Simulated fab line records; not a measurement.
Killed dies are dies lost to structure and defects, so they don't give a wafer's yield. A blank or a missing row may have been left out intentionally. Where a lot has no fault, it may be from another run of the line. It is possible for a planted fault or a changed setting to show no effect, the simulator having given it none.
Which tool was responsible? | flow nand harc | 13 lots, 39 wafers sampled, at 6 steps of a route of 1159

WHAT THE GAUGES SHOWED, per wafer
NHARC_A_ZERO_WELL_INSPECT_17.
lot  | measured     | on                | raw defect count
L578 | day 7 00:00  | defect inspect-02 | 19 5 5
L581 | day 7 03:23  | defect inspect-02 | 14 3 7
L580 | day 7 05:25  | defect inspect-01 | 5 8 26
L583 | day 7 18:49  | defect inspect-01 | 14 11 18
L586 | day 8 13:46  | defect inspect-02 | 21 9 13
L587 | day 8 20:36  | defect inspect-01 | 9 2 12
L590 | day 9 17:41  | defect inspect-01 | 13 10 9
L589 | day 9 19:13  | defect inspect-01 | 13 9 16
L591 | day 10 02:22 | defect inspect-02 | 20 11 19
L594 | day 10 17:43 | defect inspect-02 | 4 8 7
L599 | day 11 15:25 | defect inspect-01 | 8 8 11
L600 | day 11 23:02 | defect inspect-01 | 2 4 4
L601 | day 12 08:19 | defect inspect-02 | 9 10 4

NHARC_A_ONON_D1_THK_MEAS_21: measures by ellipsometry.
lot  | measured     | on            | thk nm (nm)
L578 | day 8 08:08  | film metro-01 | 1001 1002 1000
L581 | day 8 07:53  | film metro-02 | 998 997 999
L580 | day 8 07:46  | film metro-01 | 1009 1008 1007
L583 | day 8 23:17  | film metro-01 | 1003 1006 1006
L586 | day 9 18:23  | film metro-01 | 1003 1003 1003
L587 | day 10 04:16 | film metro-02 | 1001 999 999
L590 | day 11 01:17 | film metro-02 | 1007 1005 1004
L589 | day 11 01:04 | film metro-02 | 988 987 987
L591 | day 11 14:29 | film metro-02 | 1007 1005 1007
L594 | day 11 22:04 | film metro-02 | 1012 1012 1008
L599 | day 12 21:49 | film metro-02 | 1001 1000 1001
L600 | day 13 06:06 | film metro-02 | 1009 1012 1011
L601 | day 13 17:01 | film metro-02 | 1010 1011 1009

NHARC_A_ONON_D1_THK_MEAS_30: measures by ellipsometry.
lot  | measured     | on            | thk nm (nm)
L578 | day 8 09:49  | film metro-01 | 1012 1013 1014
L581 | day 8 09:37  | film metro-02 | 1009 1009 1009
L580 | day 8 09:28  | film metro-01 | 999 997 998
L583 | day 9 00:59  | film metro-01 | 995 997 997
L586 | day 9 20:08  | film metro-02 | 1007 1008 1008
L587 | day 10 05:59 | film metro-01 | 1011 1011 1012
L590 | day 11 03:06 | film metro-01 | 1015 1013 1014
L589 | day 11 02:54 | film metro-02 | 1001 1000 1001
L591 | day 11 16:11 | film metro-01 | 1001 1002 1001
L594 | day 11 23:46 | film metro-02 | 575 574 576
L599 | day 12 23:32 | film metro-02 | 592 591 592
L600 | day 13 08:02 | film metro-02 | 985 984 986
L601 | day 13 18:43 | film metro-02 | 1000 999 1000

NHARC_END_SORT_01.
lot  | measured     | on        | killed at array | killed at other | killed at periphery | killed dies | killed open | killed short
L594 | day 23 22:34 | prober-02 | 675 677 670     | 0 0 0           | 2 0 7               | 677 677 677 | 4 1 7       | 3 0 0
L599 | day 25 19:16 | prober-01 | 674 674 673     | 1 2 0           | 2 1 4               | 677 677 677 | 2 5 3       | 2 2 3

EACH LOT AND THE TOOL THAT RAN IT (in order: tool; ch and the chambers of the sampled wafers; start)
lot  | NHARC_A_ZERO_WELL_DESCUM_12        | NHARC_A_ONON_D1_DEP_28
L578 | rie diel-02 ch 1,2,3, day 6 22:41  | pecvd onon-02 ch 0, day 8 09:23
L581 | rie diel-10 ch 1,2,3, day 7 02:02  | pecvd onon-03 ch 0, day 8 09:06
L580 | rie diel-10 ch 2,3, day 7 04:01    | pecvd onon-02 ch 0, day 8 08:57
L583 | rie diel-02 ch 0,1,3, day 7 17:29  | pecvd onon-03 ch 0, day 9 00:29
L586 | rie diel-11 ch 1,2,3, day 8 12:20  | pecvd onon-03 ch 0, day 9 19:37
L587 | rie diel-11 ch 0,3, day 8 19:17    | pecvd onon-04 ch 0, day 10 05:38
L590 | rie diel-11 ch 0,1,3, day 9 16:17  | pecvd onon-02 ch 0, day 11 02:39
L589 | rie diel-10 ch 0,2, day 9 17:52    | pecvd onon-03 ch 0, day 11 02:34
L591 | rie diel-11 ch 0,1, day 10 01:01   | pecvd onon-03 ch 0, day 11 15:48
L594 | rie diel-02 ch 0,3, day 10 16:24   | pecvd onon-02 ch 0, day 11 23:23
L599 | rie diel-10 ch 0,1,2, day 11 14:06 | pecvd onon-02 ch 0, day 12 23:01
L600 | rie diel-11 ch 0,1,2, day 11 21:40 | pecvd onon-04 ch 0, day 13 07:32
L601 | rie diel-11 ch 0,2, day 12 06:49   | pecvd onon-04 ch 0, day 13 18:16
- NHARC_A_ZERO_WELL_DESCUM_12: chemistry O2, time 3 s.
- NHARC_A_ONON_D1_DEP_28: target thk 1000 nm.

WHAT THE TOOLS THEMSELVES READ (means of the sampled wafers that have a number; where no wafer has one, the mark that the record gives instead)
NHARC_A_ZERO_WELL_DESCUM_12.
lot  | tool        | drypump motor current A (A) | oes product au (a.u.) | rf vpp V (V) | showerhead plenum p Torr (Torr) | throttle valve pct (%)
L578 | rie diel-02 | 5.7                         | 0.997                 | 57.6         | 1.96                            | 11.310
L581 | rie diel-10 | 5.8                         | 1.002                 | 57.4         | 1.90                            | 11.313
L580 | rie diel-10 | 5.9                         | 0.990                 | 57.4         | 1.92                            | 11.324
L583 | rie diel-02 | 6.0                         | 1.000                 | 57.5         | 1.99                            | 11.315
L586 | rie diel-11 | 5.3                         | 0.996                 | 57.7         | 1.91                            | 11.315
L587 | rie diel-11 | 5.6                         | 1.001                 | 57.0         | 1.84                            | 11.311
L590 | rie diel-11 | 5.6                         | 0.993                 | 57.3         | 1.87                            | 11.309
L589 | rie diel-10 | 6.0                         | 1.009                 | 57.9         | 1.91                            | 11.313
L591 | rie diel-11 | 5.6                         | 0.989                 | 57.7         | 1.86                            | 11.304
L594 | rie diel-02 | 5.8                         | 0.996                 | 57.4         | 2.01                            | 11.313
L599 | rie diel-10 | 5.8                         | 1.005                 | 58.2         | 1.89                            | 11.315
L600 | rie diel-11 | 5.3                         | 0.993                 | 57.5         | 1.90                            | 11.311
L601 | rie diel-11 | 5.2                         | 1.000                 | 57.3         | 1.89                            | 11.318

NHARC_A_ONON_D1_DEP_28.
lot  | tool          | n2 flow sccm (sccm)
L578 | pecvd onon-02 | 2746
L581 | pecvd onon-03 | 2746
L580 | pecvd onon-02 | 2756
L583 | pecvd onon-03 | 2743
L586 | pecvd onon-03 | 2753
L587 | pecvd onon-04 | 2761
L590 | pecvd onon-02 | 2749
L589 | pecvd onon-03 | 2743
L591 | pecvd onon-03 | 2754
L594 | pecvd onon-02 | 2740
L599 | pecvd onon-02 | 2738
L600 | pecvd onon-04 | 2755
L601 | pecvd onon-04 | 2757

THE ANSWER, worked out from the rows above alone
Rule: usual is defined by the lots themselves. The widest of any qualifying gaps counts: lots, ordered by their means at a reading, are off when they make up no more than a third of the lots, leave a main group of 4 or more, and stand apart from it by 3 or more times the standard deviation of that group's means. A main group whose means are all the same, to the digits that the tables above print for the reading, isn't used. A lot without any number at a reading at which 4 lots or more have one is off too. Any other lot the step has rows for is counted as sound. Order of review: gauges by route order, followed by the tools' own readings, for which a lot's mean as printed above is used. At the first step where some lot is off, the reading lying furthest off is the one used; lots without a number count as furthest.
Off at NHARC_A_ONON_D1_THK_MEAS_30 (thk nm): L594, L599. The main group: mean 1003 nm, standard deviation 8.3.
If a tool, at a process step before that reading, ran all the lots that are off and no sound lot after the first of them, it fits. Gauges at NHARC_A_ONON_D1_THK_MEAS_30: tried the same way as those tools. One fits: pecvd onon-02 at NHARC_A_ONON_D1_DEP_28. A fault onset in the window from L590 (day 11 02:39, its last sound lot) to L594 (day 11 23:23, its first lot off) fits.

WHAT HAD BEEN PUT IN BY THE SIMULATOR
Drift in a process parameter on pecvd onon-02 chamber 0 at NHARC_A_ONON_D1_DEP_28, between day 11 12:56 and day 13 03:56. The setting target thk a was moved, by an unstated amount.
Shown lots that were struck: L594, L599. This agrees with what the rule above found.
